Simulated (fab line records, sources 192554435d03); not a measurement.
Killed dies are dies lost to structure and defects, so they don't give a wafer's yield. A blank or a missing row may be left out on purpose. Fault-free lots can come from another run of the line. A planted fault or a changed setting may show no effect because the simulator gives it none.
Chamber matching	flow n5Finfet	N5_BEOL_M3_ALD_84 on aldMetal-01: 4 sister chambers
The step deposits TaN, pulse time 2 s, purge time 3 s, co reactant purge time 2 s. 4 wafers are shown with their chamber, then 11 later ones without.

== WAFERS, EACH WITH ITS CHAMBER ==
wafer	chamber	heaterPowerW (W)
L092.1	3	454
L092.2	2	423
L092.3	0	405
L092.4	1	395

== WAFERS MISSING THEIR CHAMBER ==
wafer	heaterPowerW (W)
L092.5	410
L092.6	457
L093.1	456
L093.2	406
L093.3	417
L093.4	400
L093.5	402
L093.6	379
L096.1	424
L096.5	410
L096.6	404

== THE CHAMBER EACH PASSED THROUGH ==
wafer	from the rows above	in truth
L092.5	can't be placed: 0 or 2 or 1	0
L092.6	3	3
L093.1	3	3
L093.2	can't be placed: 0 or 1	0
L093.3	can't be placed: 2 or 0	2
L093.4	can't be placed: 0 or 1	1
L093.5	can't be placed: 0 or 1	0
L093.6	can't be placed: 1 or 0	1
L096.1	2	2
L096.5	can't be placed: 0 or 2 or 1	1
L096.6	can't be placed: 0 or 1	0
Correctly placed: 3 of 11. From these rows, 8 cannot be placed; in 8 the true chamber is one of the candidates. Wrongly placed: 0.
How it was worked out, from the rows above alone: a wafer's distance from a chamber is the root of the sum, over the readings, of the square of ((its reading less the chamber's mean) divided by the reading's scatter). If the next closest chamber is less than 2 further off than the closest, the wafer can't be placed; otherwise it belongs to the closest. Each chamber's mean is taken over the wafers shown for it. The scatter: with one shown wafer a chamber, the root of the mean of the squares of how far each hidden wafer lies from its nearest shown one.
